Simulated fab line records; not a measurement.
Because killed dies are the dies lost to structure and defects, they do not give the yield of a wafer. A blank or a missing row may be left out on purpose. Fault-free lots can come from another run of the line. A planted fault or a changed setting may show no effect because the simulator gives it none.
Comparing a struck lot with a sound one :: flow n5-finfet :: 39 steps out of a route of 1938
Sound: the wafers L960.1, L960.2, L960.3. Struck: wafers L950.2, L950.3. (L950.4 of the same lot was not struck and is left out.) The cause comes at the end.
Each step with rows lists, per side, the tool, then ch with its chambers, then its first start. Under that, the readings that differ: sound wafers :: struck wafers :: difference of the means :: sigmas: that difference in standard deviations of wafers without a fault.
alike: same words and numbers on both sides, and readings whose means sit less than 2 such deviations apart. not compared: any withheld reading, any reading some wafer has no value for, any bound like >300 that may hide the same value, and any number with overlapping values for which the record gives no deviation.
A row with sigmas, a row that says differs or no value, or rows on one side alone: a step with any of these is where the two part. Non-overlapping numbers with no deviation appear without sigmas and do not part them. A reading missing from all wafers of one side parts the sides only when that side holds two or more wafers.

first, 9 steps without rows for these wafers: N5_HKMG_FIN_DESCUM_17 (chemistry O2, time 7.9 s); N5_HKMG_FIN_ETCH_31 (etches SiARC in CF4, target depth 45.5 nm, time 75.8 s); N5_HKMG_FIN_ETCH_32 (etches SOC in N2/H2, target depth 240 nm, time 300 s); N5_HKMG_FIN_STRIP_33 (strips in N2/H2); N5_HKMG_FIN_STRIP_34 (strips in CF4); N5_HKMG_FIN_ETCH_35 (etches SOC in N2/H2, target depth 215.8 nm, time 243.4 s); N5_HKMG_FIN_STRIP_92 (strips SOC in N2/H2, time 20 s); N5_HKMG_FIN_WET_ETCH_18 (etches TiN in SC1, time 55 s, target depth 5.2 nm, rinse time 30 s); N5_HKMG_FIN_STRIP_19 (strips in N2/H2, time 360 s).
N5_HKMG_FIN_ALD_91: deposits TiN, target thk 1 nm, pulse time 1 s, purge time 3 s.
  sound on ald-metal-02 ch 1,2,3, day 9 05:32; struck on ald-metal-02 ch 0,3, day 7 03:05
reading: ald-cycles
sound: 47 47 47
struck: 51 51
difference: +4
sigmas: 
  alike: heater-power-w, precursor-pulse-height-rel
then, 27 steps without rows for these wafers: N5_HKMG_FIN_COAT_85 (time 60 s, resist thk 300 nm); N5_HKMG_FIN_ETCH_86 (etches SOC in N2/H2, stops on TiN, target depth 393.2 nm); N5_HKMG_FIN_STRIP_89 (strips SOC in N2/H2, time 20 s); N5_HKMG_FIN_WET_ETCH_87 (etches TiN in SC1, time 154.2 s, target depth 4.7 nm, rinse time 30 s); N5_HKMG_FIN_STRIP_88 (strips in N2/H2, time 360 s); N5_HKMG_FIN_NWFM_ALD_20 (deposits TiAlC, target thk 2 nm, pulse time 3 s, purge time 2 s); N5_HKMG_FIN_ALD_71 (deposits TiN, target thk 1 nm, pulse time 1 s, purge time 3 s); N5_HKMG_FIN_COAT_66 (time 60 s, resist thk 300 nm); N5_HKMG_FIN_ETCH_67 (etches SOC in N2/H2, stops on TiN, target depth 388.9 nm); N5_HKMG_FIN_STRIP_90 (strips SOC in N2/H2, time 20 s); N5_HKMG_FIN_WET_ETCH_73 (etches the open film in SC1, time 42.3 s, target depth 1.3 nm, rinse time 30 s); N5_HKMG_FIN_ETCHBACK_68 (etches the open film in Cl2/Ar, stops on HfO2, target depth 0.5 nm); N5_HKMG_FIN_STRIP_69 (strips in N2/H2, time 360 s); N5_HKMG_FIN_ALD_21 (deposits TiN, target thk 1.5 nm, pulse time 1 s, purge time 3 s); N5_HKMG_FIN_ALD_72 (deposits W, target thk 2 nm, pulse time 1 s, purge time 2 s); N5_HKMG_FIN_W_FILL_22 (material W, target thk 60 nm, time 18.2 s); N5_HKMG_FIN_PRECLEAN_83 (cleans in DIW, time 57.5 s); N5_HKMG_FIN_SRD_84 (dry time 32 s); N5_HKMG_FIN_CMP_23 (polishes, stops on SiNx, t overpolish 10 s, target thk 46.326 nm); N5_HKMG_FIN_CMP_94 (polishes, stops on SiNx, t overpolish 4.7 s, target thk 43.299 nm); N5_GATE_CUT_ETCHBACK_00 (etches W in SF6/Cl2); N5_GATE_CUT_ETCH_56 (etches TiN in Cl2/Ar, target depth 21.6 nm); N5_GATE_CUT_ETCHBACK_30 (etches TiN in Cl2/Ar, target depth 3 nm); N5_GATE_CUT_VAPOR_ETCH_60 (etches HfO2 in BCl3/Cl2); N5_GATE_CUT_ETCH_58 (etches SiNx in CH3F/O2, target depth 17 nm, time 128.6 s); N5_GATE_CUT_STRIP_59 (strips in N2/H2, time 20 s); N5_GATE_CUT_PRECLEAN_31 (cleans in DIW, time 300 s).
-- here the record skips 4 days between the struck wafers' starts before and after, leaving off in module GATE_CUT and picking up in module BEOL_M4 (first step shown: number 1111 of the route) --
N5_BEOL_M4_RC_MEAS_101:
  sound on prober-01 ch 0, day 13 00:59; struck on prober-01 ch 0, day 11 08:46
reading: IOFF_N_LONG (nA/um)
sound: 5.34e-05 5.45e-05 5.65e-05
struck: 4.46e-05 4.33e-05
difference: -1.08e-05
sigmas: -4

reading: VT_N (mV)
sound: 247 252 248
struck: 256 255
difference: +6
sigmas: +2

reading: VT_N_LONG (mV)
sound: 277.0 276.0 272.5
struck: 287.4 283.7
difference: +10.4
sigmas: +5
  alike: DIBL_N, DIBL_P, IOFF_N, IOFF_P, ION_N, ION_P, SS_N, SS_P, VT_P
N5_PASSIVATION_PROBE_49:
  the record has rows for the sound wafers here (prober-02, day 17 07:57) and none for the struck ones

WHERE THEY PART
First at N5_BEOL_M4_RC_MEAS_101; last, within this record, at N5_PASSIVATION_PROBE_49.

WHY: whatever the simulator had introduced
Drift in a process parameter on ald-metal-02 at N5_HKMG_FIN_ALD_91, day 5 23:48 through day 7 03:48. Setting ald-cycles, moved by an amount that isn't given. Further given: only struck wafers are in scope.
